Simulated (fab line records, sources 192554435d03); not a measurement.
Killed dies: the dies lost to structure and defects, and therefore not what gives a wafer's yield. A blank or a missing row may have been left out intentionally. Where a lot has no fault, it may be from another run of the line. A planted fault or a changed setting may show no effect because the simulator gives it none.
A struck lot beside a sound one || flow n5Finfet || 23 out of 1938 route steps
Sound: wafers L837.3, L837.4, L837.5. Wafers L844.4, L844.5, L844.6 were the ones struck. The cause is named last.
At each step with rows: each side's tool, then ch and its chambers, then its first start. Under that, the readings that differ: sound wafers || struck wafers || difference of the means || sigmas: that difference in standard deviations of wafers without a fault.
alike: same words and numbers on both sides, and readings whose means sit less than 2 such deviations apart. not compared: any withheld reading, any reading some wafer has no value for, any bound like >300 that may hide the same value, and any number with overlapping values for which the record gives no deviation.
Wherever a step has rows on one side only, a row that says differs or no value, or a row with sigmas, the two part there. Non-overlapping numbers with no deviation appear without sigmas and do not part them. A reading missing from all wafers of one side parts the sides only when that side holds two or more wafers.

first, 8 steps without rows for these wafers: N5_BEOL_M0_PRE_CLEAN_131 (time 15 s); N5_BEOL_M0_CO_CAP_123 (material Co, precursor CCTBA/H2, target thk 2 nm, time 102.1 s); N5_BEOL_M0_PRE_CLEAN_124 (time 15 s); N5_BEOL_M0_DEP_125 (deposits SiCN from 3MS/NH3, target thk 8 nm, time 14 s); N5_BEOL_M1_ILD_DEP_00 (deposits SiOC from DEMS/O2, target thk 79 nm, time 15.3 s); N5_BEOL_M1_PECVD_72 (deposits SiO2 from TEOS/O2, target thk 16 nm, time 18 s); N5_BEOL_M1_HM_DEP_02 (deposits TiN, target thk 20 nm); N5_BEOL_M1_COAT_61 (time 60 s, resist thk 60 nm).
N5_BEOL_M1_COAT_62: time 60 s, resist thk 12 nm.
  sound on lithoTrack-03 ch 0, day 6 16:03; struck on lithoTrack-03 ch 0, day 8 06:00
{"reading": "spinSpeedRpm (rpm)", "sound": "1500.6 1498.2 1498.9", "struck": "1748.1 1748.2 1748.8", "difference": "+249.1", "sigmas": "+99 or more"}
{"reading": "model.SiARC_of_BEOL_M1_COAT_62.thkNm (nm)", "sound": "12 12 12", "struck": "11 11 11", "difference": -1, "sigmas": ""}
then, 9 steps without rows for these wafers: N5_BEOL_M1_COAT_73 (time 60 s, resist thk 5 nm); N5_BEOL_M1_COAT_05 (resist thk 30 nm); N5_BEOL_M1_EBR_07; N5_BEOL_M1_SOFTBAKE_06 (time 60 s); N5_BEOL_M1_EXPOSE_08 (exposes mask M1); N5_BEOL_M1_PEB_09 (peb time 60 s); N5_BEOL_M1_DEVELOP_10 (develop time 30 s); N5_BEOL_M1_DESCUM_16 (chemistry O2, time 7 s); N5_BEOL_M1_ETCH_74 (etches underlayer in N2/H2, target depth 6.5 nm, time 5.2 s).
N5_BEOL_M1_ETCH_63: etches SiARC in CF4, target depth 15.6 nm, time 26 s.
  sound on rieDiel-03 ch 2,3, day 6 16:30; struck on rieDiel-03 ch 0,1,2, day 8 06:26
{"reading": "model.etch.depthNm (nm)", "sound": "12.01 12.05 12.02", "struck": "11.1 11.08 11.08", "difference": -0.9, "sigmas": ""}
{"reading": "model.CAR-EUV_of_BEOL_M1_COAT_05.thkNm (nm)", "sound": "11 11 11", "struck": "11.6 11.8 11.8", "difference": "+0.7", "sigmas": ""}
  alike: drypumpMotorCurrentA, etchRfOnTimeS, oesProductAu, rfVppV, showerheadPlenumPTorr, throttleValvePct
  not compared: rfHoursCounterH
N5_BEOL_M1_ETCH_64: etches SOC in N2/H2, target depth 75 nm, overetch 15 nm, time 112.5 s.
  sound on rieDiel-03 ch 2,3, day 6 16:32; struck on rieDiel-03 ch 0,1,2, day 8 06:28
{"reading": "model.SiARC_of_BEOL_M1_COAT_62.thkNm (nm)", "sound": "6.4 7 6.4", "struck": "6 6 6.2", "difference": -1, "sigmas": ""}
  alike: drypumpMotorCurrentA, h2FlowSccm, oesProductAu, rfVppV, showerheadPlenumPTorr, throttleValvePct
  not compared: rfHoursCounterH
then, 1 step without rows for these wafers: N5_BEOL_M1_STRIP_65 (strips in N2/H2).
-- the record jumps here: 3 days lie between the struck wafers' starts before and after (it left off in module BEOL_M1 and takes up again in module BEOL_M4, whose first step shown is number 1111 of the route) --
N5_BEOL_M4_RC_MEAS_101:
  sound on prober-02 ch 0, day 9 14:14; struck on prober-01 ch 0, day 11 07:29
  alike: DIBL_N, DIBL_P, IOFF_N, IOFF_P, ION_N, ION_P, SS_N, SS_P, VT_N, VT_P
-- a jump in the record: the struck wafers' starts before and after are 4 days apart (it breaks off in module BEOL_M4 and resumes in module PASSIVATION, where the first step shown is number 1936 of the route) --
N5_PASSIVATION_PROBE_49:
  record: rows for the struck wafers here (prober-01, day 15 14:13), none for the sound ones

## WHERE THEY PART
First at N5_BEOL_M1_COAT_62; last, within this record, at N5_PASSIVATION_PROBE_49.

WHY: the cause the simulator had injected
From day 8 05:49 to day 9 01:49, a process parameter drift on lithoTrack-03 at N5_BEOL_M1_COAT_62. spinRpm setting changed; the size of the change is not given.
